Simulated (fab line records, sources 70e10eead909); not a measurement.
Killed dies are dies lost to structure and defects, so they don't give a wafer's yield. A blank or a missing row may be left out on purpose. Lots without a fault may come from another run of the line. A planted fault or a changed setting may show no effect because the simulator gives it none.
fab line records | flow nand_harc
record lots=24 wafers=72 last_day=24
route steps=1159 shown A_STAIRCASE@688 A_SGD_CUT@759 A_SLIT@790 A_WL_FILL@815
lots that met no fault: from a run of the same line without faults
start_h: hours from the record's first day to the start of the lot's first wafer shown | wait_h: hours since the lot's step before | " the same as in the row above | L1.1+2: a row that stands for several wafers | - no value, or no start given | * or withheld: withheld | < > ~ a bound
route shown NAME@n: a module of which the file shows steps, and the number in the route of the first | usual: mean/standard deviation of fault-free wafers | same: alike in all rows | chamber/n: place in a boat | sites: the reading at each site | _std_site: their standard deviation | _edge_site: outer sites' mean less inner sites' | radius_mm: how far each site lies from the wafer's centre | mask NAME#n: copy n | behind: the tool/chamber that last shaped the wafer | hold: why the lot was held/for how many hours/how that ended | device: the transistor (n, p or np) that didn't switch | end of line: the same wafers' tests at the end of the route | a step without rows: its recipe alone | killed: dies lost to structure and defects at the first sort, not the wafer's yield | map: a wafer's dies, x killed, . not, _ none there
set.NAME: the setting as run; set.NAME@STEP: as run at that earlier step | model.NAME: the simulator's own value behind a step, which no gauge read
steps of the route over a sample of lots; a table a step, a row a wafer
services: from which hour (start_h, from the record's first day; less than 0 if before it) a tool's chamber was out of use, for how many hours, and why
## steps
# step NHARC_A_STAIRCASE_ETCH_313
# recipe cf4_flow_sccm=100 chf3_flow_sccm=30 ar_flow_sccm=0 rf_w=500 bias_w=200 chemistry=CF4/CHF3
# usual drypump_motor_current_A=5.7/0.36 oes_product_au=0.938/0.019 rf_vpp_V=369.1/2.1 showerhead_plenum_p_Torr=1.53/0.053 throttle_valve_pct=16.802/0.0088
# columns lot.wafer tool chamber start_h wait_h drypump_motor_current_A oes_product_au rf_hours_counter_h rf_vpp_V showerhead_plenum_p_Torr throttle_valve_pct
L076.1 rie_diel-08 2 275.24 0.1 6.0 0.947 38 368.8 1.51 16.785
L076.6 " 1 " " 5.5 0.927 - 371.9 1.55 16.806
L076.5 " 2 " " 6.0 0.948 - 367.7 1.51 16.799
L074.4 rie_diel-08 0 277.23 0.1 5.8 0.960 57 367.5 1.48 16.791
L074.3 " 1 " " 5.5 0.959 50 369.6 1.55 16.780
L074.2 " 2 " " 6.0 0.948 39 368.1 1.51 16.795
L075.4 rie_diel-01 0 277.55 0.1 6.7 0.924 53 366.6 1.47 16.812
L075.3 " 1 " " 5.1 0.935 55 369.5 1.49 16.785
L075.6 " 3 " " 5.3 0.912 - 369.0 1.55 16.816
L079.2 rie_diel-07 2 285.29 0.1 6.0 0.975 14 372.2 1.59 16.803
L079.1 " 0 " " 5.8 0.985 13 375.4 1.68 16.796
L079.6 " 3 " " 5.2 0.958 - 370.1 1.56 16.802
L078.4 rie_diel-07 3 287.74 0.1 5.3 0.929 14 370.4 1.56 16.801
L078.1 " 1 " " 5.6 0.939 14 369.3 1.56 16.790
L078.2 " 2 " " 5.9 0.938 14 370.9 1.59 16.799
L077.1 rie_diel-08 1 288.94 0.1 5.5 0.918 53 369.8 1.55 16.804
L077.6 " 3 " " 5.5 0.934 - 365.3 1.48 16.828
L077.5 " 0 " " 5.7 0.947 - 367.2 1.48 16.803
L080.1 rie_diel-01 2 290.92 0.1 6.0 0.928 56 371.0 1.61 16.800
L080.3 " 3 " " 5.3 0.917 53 370.3 1.55 16.802
L080.6 " 2 " " 6.1 0.921 - 371.1 1.61 16.807
L081.2 rie_diel-08 1 295.02 0.1 5.5 0.922 54 367.5 1.55 16.793
L081.1 " 3 " " 5.5 0.919 62 366.3 1.48 16.804
L081.6 " 1 " " 5.5 0.920 - 368.9 1.55 16.794
L082.2 rie_diel-07 1 321.20 0.2 5.7 0.941 27 370.6 1.56 16.815
L082.3 " 2 " " 5.9 0.933 29 371.2 1.58 16.804
L082.6 " 1 " " 5.6 0.930 - 370.4 1.56 16.801
L084.1 rie_diel-07 2 325.46 0.1 5.9 0.977 31 371.7 1.58 16.792
L084.2 " 3 " " 5.2 0.950 31 370.1 1.55 16.807
L084.5 " 3 " " 5.3 0.954 - 370.2 1.56 16.799
L083.3 rie_diel-08 2 329.58 0.1 6.0 0.927 8 368.9 1.51 16.801
L083.1 " 3 " " 5.6 0.946 10 366.5 1.48 16.799
L083.6 " 0 " " 5.7 0.947 - 367.1 1.48 16.798
L086.1 rie_diel-08 3 332.84 0.1 5.5 0.918 13 366.7 1.48 16.800
L086.5 " 1 " " 5.5 0.906 - 368.2 1.55 16.804
L086.6 " 2 " " 6.0 0.913 - 367.5 1.50 16.807
L088.2 rie_diel-01 2 335.52 0.1 6.0 0.941 4 370.8 1.61 16.797
L088.3 " 3 " " 5.3 0.942 5 369.1 1.55 16.807
L088.6 " 3 " " 5.4 0.938 - 370.2 1.55 16.814
L085.4 rie_diel-07 3 337.53 0.1 5.3 0.904 37 370.0 1.55 16.798
L085.1 " 0 " " 5.8 0.924 31 375.9 1.67 16.796
L085.6 " 1 " " 5.6 0.917 - 370.4 1.56 16.813
L089.1 rie_diel-08 0 349.29 0.1 5.7 0.973 17 366.0 1.48 16.803
L089.6 " 3 " " 5.5 0.968 - 368.5 1.48 16.807
L089.5 " 0 " " 5.7 0.985 - 365.7 1.48 16.813
L087.4 rie_diel-07 1 350.23 0.1 5.7 0.918 38 370.5 1.56 16.814
L087.1 " 2 " " 5.9 0.929 40 371.0 1.58 16.799
L087.3 " 3 " " 5.3 0.918 39 368.7 1.55 16.810
L090.5 rie_diel-08 3 362.49 0.1 5.5 0.935 - 367.5 1.48 16.805
L090.4 " 0 " " 5.8 0.921 - 367.5 1.48 16.803
L090.6 " 2 " " 6.0 0.927 - 368.5 1.50 16.811
L092.4 rie_diel-08 0 371.25 0.1 5.8 0.937 26 366.8 1.48 16.800
L092.6 " 1 " " 5.5 0.921 - 369.5 1.55 16.798
L092.5 " 2 " " 6.0 0.943 - 367.4 1.50 16.797
L091.3 rie_diel-08 0 374.65 1.5 5.8 0.931 30 365.5 1.48 16.810
L091.1 " 1 " " 5.5 0.922 19 370.7 1.55 16.804
L091.4 " 2 " " 6.0 0.932 26 369.0 1.50 16.811
L094.4 rie_diel-01 2 378.22 0.1 6.0 0.925 18 371.7 1.61 16.807
L094.6 " 2 " " 6.0 0.920 - 370.5 1.61 16.810
L094.5 " 3 " " 5.3 0.911 - 370.3 1.54 16.802
L093.4 rie_diel-08 3 379.51 0.1 5.5 0.956 31 366.3 1.48 16.800
L093.3 " 0 " " 5.8 0.963 32 367.6 1.48 16.798
L093.1 " 2 " " 6.0 0.978 28 369.3 1.50 16.797
L095.1 rie_diel-01 0 392.19 0.1 6.7 0.969 27 365.1 1.46 16.813
L095.2 " 2 " " 6.0 0.958 25 371.8 1.61 16.806
L095.4 " 3 " " 5.3 0.953 - 370.5 1.54 16.796
L096.3 rie_diel-01 2 399.46 0.1 6.0 0.939 27 371.9 1.61 16.789
L096.4 " 3 " " 5.4 0.922 30 368.6 1.54 16.808
L096.6 " 0 " " 6.7 0.934 - 366.8 1.46 16.797
L097.4 rie_diel-08 3 400.73 0.1 5.5 0.951 38 366.6 1.47 16.807
L097.2 " 0 " " 5.8 0.953 39 369.4 1.47 16.798
L097.1 " 1 " " 5.5 0.945 29 369.0 1.55 16.823
# step NHARC_A_STAIRCASE_DEP_417
# recipe target_thk_a=600 step_coverage_pct=20 temp_c=400 target_thk_nm=60 flow_sccm=200 rf_w=450 material=Si3N4
# usual heater_power_w=708/79
# columns lot.wafer tool chamber start_h wait_h heater_power_w
L076.1 pecvd-02 1 279.37 - 731
L076.6 " 2 " " 721
L076.5 " 1 " " 744
L074.2 pecvd-01 1 281.52 - 551
L074.3 " 0 " " 780
L074.4 " 1 " " 560
L075.3 pecvd-03 0 281.75 - 789
L075.6 " 1 " " 653
L075.4 " 2 " " 747
L079.2 pecvd-02 1 289.72 - 785
L079.1 " 2 " " 754
L079.6 " 2 " " 757
L077.1 pecvd-01 1 293.66 - 660
L077.6 " 2 " " 642
L077.5 " 0 " " 757
L078.1 pecvd-01 1 294.26 - 610
L078.2 " 0 " " 774
L078.4 " 2 " " 690
L080.1 pecvd-01 2 295.21 - 694
L080.3 " 0 " " 794
L080.6 " 2 " " 670
L081.1 pecvd-01 2 299.08 - 721
L081.2 " 0 " " 792
L081.6 " 1 " " 658
L082.3 pecvd-03 0 326.85 - 795
L082.2 " 2 " " 708
L082.6 " 2 " " 717
L084.2 pecvd-03 1 329.64 - 656
L084.1 " 0 " " 774
L084.5 " 0 " " 805
L083.1 pecvd-03 2 336.64 - 825
L083.3 " 1 " " 615
L083.6 " 2 " " 818
L086.1 pecvd-03 1 338.59 - 656
L086.5 " 2 " " 824
L086.6 " 1 " " 628
L088.2 pecvd-03 2 339.79 - 726
L088.3 " 0 " " 782
L088.6 " 0 " " 755
L085.1 pecvd-03 1 341.64 - 671
L085.6 " 2 " " 701
L085.4 " 0 " " 784
L089.1 pecvd-01 0 353.65 - 775
L089.5 " 2 " " 655
L089.6 " 1 " " 608
L087.3 pecvd-01 2 354.77 - 711
L087.1 " 0 " " 742
L087.4 " 1 " " 623
L090.5 pecvd-01 1 367.32 - 560
L090.6 " 2 " " 722
L090.4 " 0 " " 745
L092.4 pecvd-03 1 378.58 - 650
L092.6 " 2 " " 705
L092.5 " 1 " " 663
L091.1 pecvd-03 2 379.16 - 756
L091.3 " 2 " " 753
L091.4 " 1 " " 564
L094.4 pecvd-03 1 382.56 - 598
L094.5 " 1 " " 596
L094.6 " 2 " " 792
L093.1 pecvd-03 1 383.65 - 597
L093.3 " 2 " " 682
L093.4 " 1 " " 605
L095.1 pecvd-01 2 396.49 - 696
L095.2 " 1 " " 638
L095.4 " 0 " " 777
L096.3 pecvd-03 2 403.55 - 792
L096.4 " 1 " " 667
L096.6 " 2 " " 818
L097.1 pecvd-03 0 404.85 - 821
L097.2 " 2 " " 812
L097.4 " 2 " " 819
# step NHARC_A_SGD_CUT_OVL_MEAS_10
# usual overlay_x_nm=-0.2/0.84 overlay_y_nm=0.1/0.84
# columns lot.wafer tool chamber start_h wait_h overlay_x_nm overlay_y_nm
L075.3 overlay-02 - 323.85 - 0.2 -0.3
L075.4 " - " " 0.1 0.4
L075.6 " - " " 0.4 0.6
L074.2 overlay-01 - 324.44 - -0.5 0.7
L074.3 " - " " -0.6 0.6
L074.4 " - " " -0.8 1.2
L076.1 overlay-02 - 325.06 - -0.6 -1.0
L076.5 " - " " -1.2 -0.7
L076.6 " - " " -1.3 -0.2
L079.1 overlay-01 - 330.97 - -0.4 2.1
L079.2 " - " " -0.4 1.8
L079.6 " - " " -0.7 1.9
L080.1 overlay-01 - 336.97 - -1.2 0.9
L080.3 " - " " -0.5 1.2
L080.6 " - " " -0.7 1.2
L078.1 overlay-02 - 337.30 - 1.5 -1.9
L078.2 " - " " 1.2 -1.7
L078.4 " - " " 1.7 -2.1
L077.1 overlay-01 - 338.99 - 0.7 -0.6
L077.5 " - " " 0.7 -0.3
L077.6 " - " " 1.0 -0.3
L081.1 overlay-01 - 341.56 - 1.0 -0.8
L081.2 " - " " 1.6 -0.7
L081.6 " - " " 1.3 -0.7
L082.2 overlay-01 - 371.10 - -0.4 -0.3
L082.3 " - " " 0.0 0.2
L082.6 " - " " -0.2 -0.4
L086.1 overlay-02 - 376.88 - -1.2 0.4
L086.5 " - " " -1.8 0.0
L086.6 " - " " -1.6 0.4
L085.1 overlay-02 - 377.30 - 0.9 0.3
L085.4 " - " " 0.2 1.0
L085.6 " - " " 0.6 0.4
L084.1 overlay-02 - 377.46 - -0.8 -0.5
L084.2 " - " " -0.9 -0.5
L084.5 " - " " -0.9 -0.7
L083.1 overlay-02 - 378.72 - 0.0 0.1
L083.3 " - " " -0.9 0.1
L083.6 " - " " -0.4 -0.3
L088.2 overlay-02 - 379.13 - -0.2 0.2
L088.3 " - " " -0.5 0.3
L088.6 " - " " -0.2 0.3
L087.1 overlay-01 - 395.65 - -1.2 0.9
L087.3 " - " " -0.9 0.6
L087.4 " - " " -0.5 0.5
L089.1 overlay-01 - 396.40 - 0.0 0.0
L089.5 " - " " -0.1 0.1
L089.6 " - " " 0.1 0.0
L090.4 overlay-01 - 411.13 - -1.5 0.6
L090.5 " - " " -1.3 0.3
L090.6 " - " " -1.5 0.8
L094.4 overlay-02 - 419.90 - -1.0 -0.2
L094.5 " - " " -1.2 0.2
L094.6 " - " " -0.6 -0.6
L093.1 overlay-01 - 420.32 - 0.1 -0.3
L093.3 " - " " -0.1 0.0
L093.4 " - " " 0.3 -0.1
L092.4 overlay-01 - 421.93 - -0.3 -2.2
L092.5 " - " " -0.6 -1.8
L092.6 " - " " 0.3 -1.6
L091.1 overlay-02 - 424.03 - 0.4 -0.1
L091.3 " - " " 0.2 0.7
L091.4 " - " " -0.1 0.3
L095.1 overlay-02 - 441.65 - 0.9 0.3
L095.2 " - " " 1.1 -0.1
L095.4 " - " " 0.8 0.6
L097.1 overlay-02 - 446.22 - -0.5 1.1
L097.2 " - " " 0.0 1.1
L097.4 " - " " -0.1 0.9
L096.3 overlay-02 - 447.23 - -1.6 1.3
L096.4 " - " " -0.8 1.0
L096.6 " - " " -1.5 1.1
# step NHARC_A_SLIT_CD_MEAS_09
# recipe target_cd_nm=300 landing_energy_ev=500
# usual cd_nm=300.1/0.6
# columns lot.wafer tool chamber start_h wait_h cd_nm
L075.3 cd_sem-01 0 333.13 - 300.7
L075.4 " 0 " " 299.5
L075.6 " 0 " " 300.0
L076.1 cd_sem-02 0 333.33 - 300.6
L076.5 " 0 " " 300.2
L076.6 " 0 " " 300.1
L074.2 cd_sem-01 0 334.27 - 300.2
L074.3 " 0 " " 300.7
L074.4 " 0 " " 300.5
L079.1 cd_sem-02 0 340.39 - 300.4
L079.2 " 0 " " 300.6
L079.6 " 0 " " 300.3
L080.1 cd_sem-01 0 350.24 - 300.3
L080.3 " 0 " " 301.1
L080.6 " 0 " " 301.0
L081.1 cd_sem-02 0 350.94 - 300.1
L081.2 " 0 " " 300.0
L081.6 " 0 " " 300.3
L077.1 cd_sem-02 0 351.68 - 299.1
L077.5 " 0 " " 300.0
L077.6 " 0 " " 299.8
L078.1 cd_sem-01 0 352.12 - 300.5
L078.2 " 0 " " 300.2
L078.4 " 0 " " 299.8
L082.2 cd_sem-02 0 380.89 - 300.3
L082.3 " 0 " " 299.3
L082.6 " 0 " " 298.8
L083.1 cd_sem-03 0 387.60 - 300.7
L083.3 " 0 " " 299.8
L083.6 " 0 " " 299.5
L085.1 cd_sem-03 0 387.97 - 299.1
L085.4 " 0 " " 299.3
L085.6 " 0 " " 298.6
L084.1 cd_sem-03 0 388.45 - 300.3
L084.2 " 0 " " 300.2
L084.5 " 0 " " 299.9
L086.1 cd_sem-01 0 389.53 - 300.3
L086.5 " 0 " " 300.9
L086.6 " 0 " " 300.3
L088.2 cd_sem-02 0 389.93 - 300.3
L088.3 " 0 " " 300.9
L088.6 " 0 " " 300.7
L089.1 cd_sem-03 0 406.29 - 300.7
L089.5 " 0 " " 301.3
L089.6 " 0 " " 300.8
L087.1 cd_sem-02 0 406.68 - 300.3
L087.3 " 0 " " 300.1
L087.4 " 0 " " 300.0
L090.4 cd_sem-03 0 420.87 - 300.2
L090.5 " 0 " " 300.2
L090.6 " 0 " " 299.9
L092.4 cd_sem-01 0 430.16 - 300.4
L092.5 " 0 " " 300.2
L092.6 " 0 " " 300.4
L094.4 cd_sem-01 0 430.27 - 300.4
L094.5 " 0 " " 299.6
L094.6 " 0 " " 299.5
L093.1 cd_sem-03 0 430.41 - 300.1
L093.3 " 0 " " 299.6
L093.4 " 0 " " 299.9
L091.1 cd_sem-03 0 436.37 - 299.4
L091.3 " 0 " " 299.3
L091.4 " 0 " " 299.4
L095.1 cd_sem-02 0 451.23 - 301.0
L095.2 " 0 " " 300.6
L095.4 " 0 " " 300.9
L096.3 cd_sem-03 0 458.10 - 300.8
L096.4 " 0 " " 300.4
L096.6 " 0 " " 301.0
L097.1 cd_sem-03 0 458.25 - 299.1
L097.2 " 0 " " 299.2
L097.4 " 0 " " 300.3
# step NHARC_A_WL_FILL_ETCHBACK_05
# recipe target_depth_a=220 time_s=60 temp_c=40 chemistry=Cl2/BCl3
# usual drypump_motor_current_A=5.77/0.23 oes_product_au=1.001/0.011
# columns lot.wafer tool chamber start_h wait_h drypump_motor_current_A oes_product_au rf_hours_counter_h
L074.2 rie_metal-01 0 350.94 0.2 5.80 1.008 0.1
L074.3 " 0 " " 5.79 1.016 -
L074.4 " 1 " " 6.00 0.995 -
L075.3 rie_metal-01 1 353.83 0.2 5.97 1.005 -
L075.4 " 0 " " 5.79 1.023 -
L075.6 " 0 " " 5.81 1.030 -
L076.1 rie_metal-03 0 353.86 0.2 5.84 0.994 1.6
L076.5 " 0 " " 5.85 0.992 -
L076.6 " 1 " " 5.30 1.004 -
L079.1 rie_metal-02 1 357.52 0.2 5.89 1.008 4.0
L079.2 " 0 " " 5.65 0.985 4.0
L079.6 " 1 " " 5.88 0.992 -
L077.1 rie_metal-01 0 367.13 0.2 5.80 1.015 0.9
L077.5 " 1 " " 6.02 1.003 -
L077.6 " 0 " " 5.75 1.014 -
L081.2 rie_metal-03 0 367.57 0.2 5.82 1.000 2.3
L081.1 " 1 " " 5.33 1.011 2.3
L081.6 " 0 " " 5.83 0.996 -
L080.1 rie_metal-02 1 369.95 0.2 5.89 0.998 4.6
L080.3 " 0 " " 5.67 0.984 -
L080.6 " 0 " " 5.65 0.994 -
L078.1 rie_metal-03 0 374.76 0.2 5.81 0.991 2.7
L078.2 " 1 " " 5.31 1.010 2.7
L078.4 " 0 " " 5.83 0.999 -
L082.2 rie_metal-01 1 399.97 0.2 6.04 0.998 1.9
L082.3 " 1 " " 6.06 0.999 -
L082.6 " 0 " " 5.82 1.017 -
L084.2 rie_metal-03 0 406.14 0.2 5.85 0.996 3.4
L084.1 " 1 " " 5.30 1.016 3.4
L084.5 " 1 " " 5.34 1.004 -
L083.1 rie_metal-02 0 406.38 0.2 5.66 1.001 0.4
L083.3 " 0 " " 5.67 0.994 -
L083.6 " 1 " " 5.90 0.992 -
L086.1 rie_metal-01 1 409.16 0.4 6.04 1.003 2.3
L086.5 " 1 " " 6.06 0.999 -
L086.6 " 1 " " 6.05 1.002 -
L085.1 rie_metal-03 0 409.20 0.2 5.81 1.006 3.7
L085.4 " 1 " " 5.34 1.020 -
L085.6 " 0 " " 5.83 0.994 -
L088.2 rie_metal-03 0 412.76 0.2 5.81 0.996 3.9
L088.3 " 0 " " 5.79 0.993 -
L088.6 " 0 " " 5.82 1.002 -
L089.1 rie_metal-02 1 423.63 0.2 5.91 0.997 0.7
L089.5 " 1 " " 5.88 0.992 -
L089.6 " 0 " " 5.68 1.007 -
L087.1 rie_metal-01 1 424.47 0.4 6.08 0.997 3.0
L087.3 " 1 " " 6.03 0.998 -
L087.4 " 1 " " 6.06 0.990 -
L090.4 rie_metal-03 1 439.34 0.2 5.34 0.994 -
L090.5 " 0 " " 5.83 0.994 -
L090.6 " 1 " " 5.31 1.014 -
L093.1 rie_metal-03 1 450.25 0.2 5.30 1.010 4.6
L093.3 " 1 " " 5.32 1.008 -
L093.4 " 0 " " 5.82 1.003 -
L092.4 rie_metal-02 1 451.01 0.1 5.87 0.993 -
L092.5 " 1 " " 5.89 0.987 -
L092.6 " 0 " " 5.64 0.999 -
L094.4 rie_metal-02 1 453.09 0.2 5.87 0.987 -
L094.6 " 1 " " 5.88 0.983 -
L094.5 " 0 " " 5.66 1.005 -
L091.1 rie_metal-02 1 453.93 0.2 5.88 0.992 1.6
L091.4 " 1 " " 5.91 0.988 -
L091.3 " 0 " " 5.69 1.004 -
L095.1 rie_metal-01 1 467.63 0.4 6.03 0.993 4.9
L095.2 " 1 " " 6.03 0.996 -
L095.4 " 1 " " 6.01 0.999 -
L096.3 rie_metal-01 0 479.56 0.2 5.81 1.018 -
L096.4 " 1 " " 6.01 0.989 -
L096.6 " 1 " " 6.00 1.002 -
L097.2 rie_metal-02 1 480.00 0.2 5.91 1.001 2.8
L097.1 " 0 " " 5.67 1.012 2.8
L097.4 " 0 " " 5.67 1.003 -
# step NHARC_A_WL_FILL_ETCHBACK_26
# recipe target_depth_a=520 time_s=13.3 hbr_flow_sccm=150 rf_w=350 icp_w=350 bias_w=60 chemistry=HBr
# usual drypump_motor_current_A=5.5/0.46 hbr_flow_sccm=150.0/0.4 oes_product_au=0.999/0.007 throttle_valve_pct=23.267/0.0094
# columns lot.wafer tool chamber start_h wait_h drypump_motor_current_A hbr_flow_sccm oes_product_au rf_hours_counter_h throttle_valve_pct
L074.3 rie_si-05 3 366.19 0.4 5.2 149.8 0.994 0.7 23.265
L074.2 " 0 " " 5.4 150.2 0.993 0.8 23.260
L074.4 " 2 " " 5.7 149.9 0.997 0.7 23.273
L075.3 rie_si-01 2 366.19 0.4 5.5 149.8 0.984 0.2 23.271
L075.4 " 3 " " 4.9 150.3 0.999 0.3 23.280
L075.6 " 2 " " 5.5 149.4 1.001 - 23.266
L079.1 rie_si-02 0 373.21 0.4 6.5 149.5 1.007 1.2 23.270
L079.2 " 3 " " 5.4 150.2 0.998 1.4 23.259
L079.6 " 1 " " 5.6 149.3 1.001 - 23.274
L076.1 rie_si-01 0 373.21 0.4 5.5 149.7 1.003 0.3 23.266
L076.6 " 3 " " 4.8 150.0 1.002 - 23.256
L076.5 " 0 " " 5.4 150.0 1.002 - 23.280
L077.1 rie_si-01 1 383.10 0.4 5.0 150.3 1.003 0.3 23.267
L077.5 " 1 " " 5.0 149.8 0.998 - 23.292
L077.6 " 2 " " 5.5 150.3 1.003 - 23.259
L081.1 rie_si-02 2 383.10 0.4 5.9 150.2 0.992 1.4 23.270
L081.2 " 0 " " 6.5 149.7 1.007 1.3 23.261
L081.6 " 2 " " 5.9 150.3 0.998 - 23.268
L080.3 rie_si-02 1 386.09 0.4 5.6 149.3 0.999 1.2 23.280
L080.1 " 2 " " 5.9 150.0 0.994 1.4 23.267
L080.6 " 1 " " 5.6 149.8 1.009 - 23.262
L078.2 rie_si-01 0 390.53 0.4 5.5 150.2 0.995 0.4 23.263
L078.1 " 1 " " 5.0 150.3 0.990 0.3 23.254
L078.4 " 2 " " 5.5 150.2 0.990 0.4 23.277
L082.3 rie_si-02 0 415.86 0.4 6.5 149.9 0.992 0.1 23.280
L082.2 " 2 " " 5.9 149.8 1.006 0.1 23.272
L082.6 " 3 " " 5.4 148.7 0.999 - 23.261
L084.1 rie_si-01 1 422.46 0.4 5.0 149.8 0.990 0.6 23.259
L084.2 " 2 " " 5.5 149.5 1.012 0.6 23.285
L084.5 " 0 " " 5.5 150.0 1.007 - 23.255
L086.1 rie_si-05 3 425.34 0.4 5.2 150.3 1.005 0 23.264
L086.5 " 3 " " 5.3 149.6 0.994 - 23.262
L086.6 " 0 " " 5.4 150.3 1.003 - 23.276
L085.4 rie_si-01 3 425.35 0.4 4.9 149.3 1.000 0.7 23.269
L085.1 " 1 " " 5.0 149.9 0.994 0.6 23.259
L085.6 " 3 " " 4.9 150.1 1.004 - 23.268
L083.3 rie_si-02 2 425.36 0.4 5.9 149.6 0.999 0.2 23.269
L083.1 " 3 " " 5.4 150.6 1.001 0.2 23.240
L083.6 " 1 " " 5.6 150.3 0.993 - 23.257
L088.2 rie_si-02 1 428.79 0.4 5.6 149.8 0.990 0.2 23.270
L088.3 " 3 " " 5.3 149.9 1.001 0.2 23.263
L088.6 " 2 " " 5.9 149.9 1.001 - 23.253
L087.4 rie_si-01 3 441.89 0.4 4.8 149.5 1.008 0.8 23.263
L087.1 " 0 " " 5.4 149.8 1.004 0.8 23.266
L087.3 " 1 " " 5.0 149.4 0.987 0.8 23.280
L089.1 rie_si-02 0 441.90 0.4 6.5 150.9 0.989 0.3 23.260
L089.5 " 3 " " 5.4 149.5 1.003 - 23.247
L089.6 " 0 " " 6.6 150.1 1.001 - 23.255
L090.4 rie_si-02 0 454.97 0.4 6.5 149.5 0.998 0.4 23.268
L090.5 " 1 " " 5.6 149.9 0.991 - 23.263
L090.6 " 2 " " 5.9 149.8 1.012 - 23.272
L093.4 rie_si-02 1 465.91 0.4 5.6 149.4 0.992 0.5 23.275
L093.3 " 2 " " 5.9 150.2 1.009 0.5 23.265
L093.1 " 0 " " 6.5 150.4 0.997 0.5 23.253
L092.4 rie_si-01 1 465.92 0.4 5.0 150.2 0.995 0.9 23.248
L092.6 " 0 " " 5.4 150.3 0.994 - 23.261
L092.5 " 1 " " 5.0 150.4 0.990 - 23.276
L094.4 rie_si-02 1 469.81 0.4 5.5 150.3 0.987 0.6 23.270
L094.5 " 0 " " 6.5 149.7 1.003 - 23.291
L094.6 " 1 " " 5.6 150.6 0.992 - 23.276
L091.4 rie_si-01 1 469.81 0.4 5.0 150.6 0.996 0.9 23.268
L091.1 " 2 " " 5.5 149.9 0.997 0.9 23.261
L091.3 " 3 " " 4.9 150.4 1.012 1.0 23.260
L095.1 rie_si-02 2 483.32 0.4 6.0 150.7 1.009 0.6 23.269
L095.4 " 0 " " 6.5 151.0 0.992 0.6 23.275
L095.2 " 1 " " 5.6 149.5 0.993 0.6 23.278
L096.3 rie_si-01 2 497.74 0.4 5.5 149.9 0.996 0.1 23.258
L096.4 " 1 " " 5.0 149.9 0.990 - 23.270
L096.6 " 2 " " 5.5 150.3 1.001 - 23.268
L097.2 rie_si-01 1 500.43 0.4 5.0 149.8 0.988 0.0 23.282
L097.1 " 0 " " 5.5 150.2 0.986 0.1 23.264
L097.4 " 2 " " 5.5 150.5 0.987 - 23.274
## services
# columns tool chamber start_h hours kind
rie_diel-08 3 254.08 6.2 repair
rie_metal-03 - 276.00 9.0 pm
pecvd-03 - 292.09 13.0 pm
rie_diel-08 - 302.88 9.0 pm
rie_si-01 - 304.00 9.0 pm
rie_diel-08 - 321.30 0.4 repair
pecvd-03 - 322.14 0.4 repair
rie_metal-01 - 332.00 9.0 pm
rie_metal-02 - 345.89 0.8 repair
rie_diel-08 1 348.57 18.6 repair
pecvd-03 0 360.14 23.0 repair
rie_si-02 1 369.26 1.7 repair
rie_metal-02 - 388.00 9.0 pm
rie_si-02 - 388.00 9.0 pm
rie_metal-01 0 403.33 64.6 repair
rie_si-01 - 411.85 0.4 repair
pecvd-01 - 418.40 13.0 pm
rie_metal-02 - 429.58 0.5 repair
rie_metal-01 - 438.66 15.0 repair
rie_metal-03 - 453.00 9.0 pm
pecvd-03 - 473.23 13.0 pm
rie_diel-08 - 479.90 9.0 pm
rie_si-01 - 481.00 9.0 pm
rie_si-01 3 495.71 6.8 repair
## key
fault none
